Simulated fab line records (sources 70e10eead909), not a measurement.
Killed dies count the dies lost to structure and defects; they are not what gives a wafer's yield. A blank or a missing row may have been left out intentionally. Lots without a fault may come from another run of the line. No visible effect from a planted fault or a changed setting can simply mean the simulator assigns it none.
Code-filled problem report in 8D (eight disciplines) form | flow nand-harc | the parts of the form that need people (team, actions taken, sign-off) are left out

## 1. THE ISSUE
Wafers with no fault read 38.5 s with a standard deviation of 0.35, whereas run-length-s at NHARC_P_GATE_ETCHBACK_37 reads a mean of 40.0 s on 1 wafer of 1 lot. Relative to the usual mean, that is a shift of +4.3 standard deviations.
The step: etches the open film in CHF3/O2, target depth 34.5 nm, time 17.2 s.
The first sign was on wafer L604.1 at day 11 09:26, on rie-diel-11. At this step, 35 wafers from 13 lots have a number in the record. Rule for "out", or "out of limits": more than 4 standard deviations from the usual mean. The rest of the wafers with a number are treated as sound.

## 2. WHAT IT IS, WHAT IT ISN'T
question                    | is                | is not
which readings at this step | run-length-s      | drypump-motor-current-A, oes-product-au, rf-vpp-V, showerhead-plenum-p-Torr, throttle-valve-pct
which lots                  | L604              | L592, L593, L594, L598, L601, L603, L605, L606, L609, L612, L613, L614
which wafers of those lots  | L604.1            | L604.2
read on which tools         | rie-diel-11       | rie-diel-05, rie-diel-09
when                        | from day 11 09:26 | up to then (18 sound wafers); but 16 sound wafers of L605, L606, L609, L612, L613, L614 came after

## 3. THE SUSPECTS, EACH WITH WHAT RULES IT OUT
Counting: any tool at a process step up to the reading remains a suspect provided it ran every lot that is out. Sound lots after the first of them don't rule it out here, since some wafers of a struck lot are sound.
- acl-dep-01 at NHARC_P_GATE_HM_DEP_102 (deposits aC, target thk 120 nm): kept. It processed L604, the lot that is out, at day 10 20:59, and its most recent sound lot before then was L605 at day 10 20:33.
- rie-diel-11 at NHARC_P_GATE_ETCHBACK_37 (etches the open film in CHF3/O2, target depth 34.5 nm, time 17.2 s): kept. It processed L604, the lot that is out, at day 11 09:26, and its most recent sound lot before then was L603 at day 10 11:23. Its own readings are out on those wafers: run-length-s.
- Within rie-diel-11 at NHARC_P_GATE_ETCHBACK_37, the wafers that are out were processed in chamber 3 and their sound lot-mates in chamber 2.
After counting, acl-dep-01 at NHARC_P_GATE_HM_DEP_102 and rie-diel-11 at NHARC_P_GATE_ETCHBACK_37 remain.

## 4. THE CAUSE (what the simulator had put in)
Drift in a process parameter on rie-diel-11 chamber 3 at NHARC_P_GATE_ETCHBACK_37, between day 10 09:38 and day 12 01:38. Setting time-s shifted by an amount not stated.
2 suspects survive the count, and this tool is in that group.

## 5. THE EFFECT CHAIN, in route order
Rows list readings where the struck wafers' mean (over those with a number) sits beyond 3 standard deviations from the usual. Scope: only readings with a usual standard deviation given in the record; hours: median across lots of the time from each lot's start at the first step in this table that gives one to its start at this step; sigmas: change in usual standard deviations.
hours | step                     | reading      | usual  | on struck wafers | change | sigmas
0     | NHARC_P_GATE_ETCHBACK_37 | run-length-s | 38.5 s | 40.0             | +1.5   | +4.3
The process steps in it:
- NHARC_P_GATE_ETCHBACK_37: etches the open film in CHF3/O2, target depth 34.5 nm, time 17.2 s.

## 6. WHAT WOULD HAVE CAUGHT IT SOONER
24 hours passed between the start of the fault at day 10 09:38 and the first reading out of limits in this record, taken at day 11 09:26.
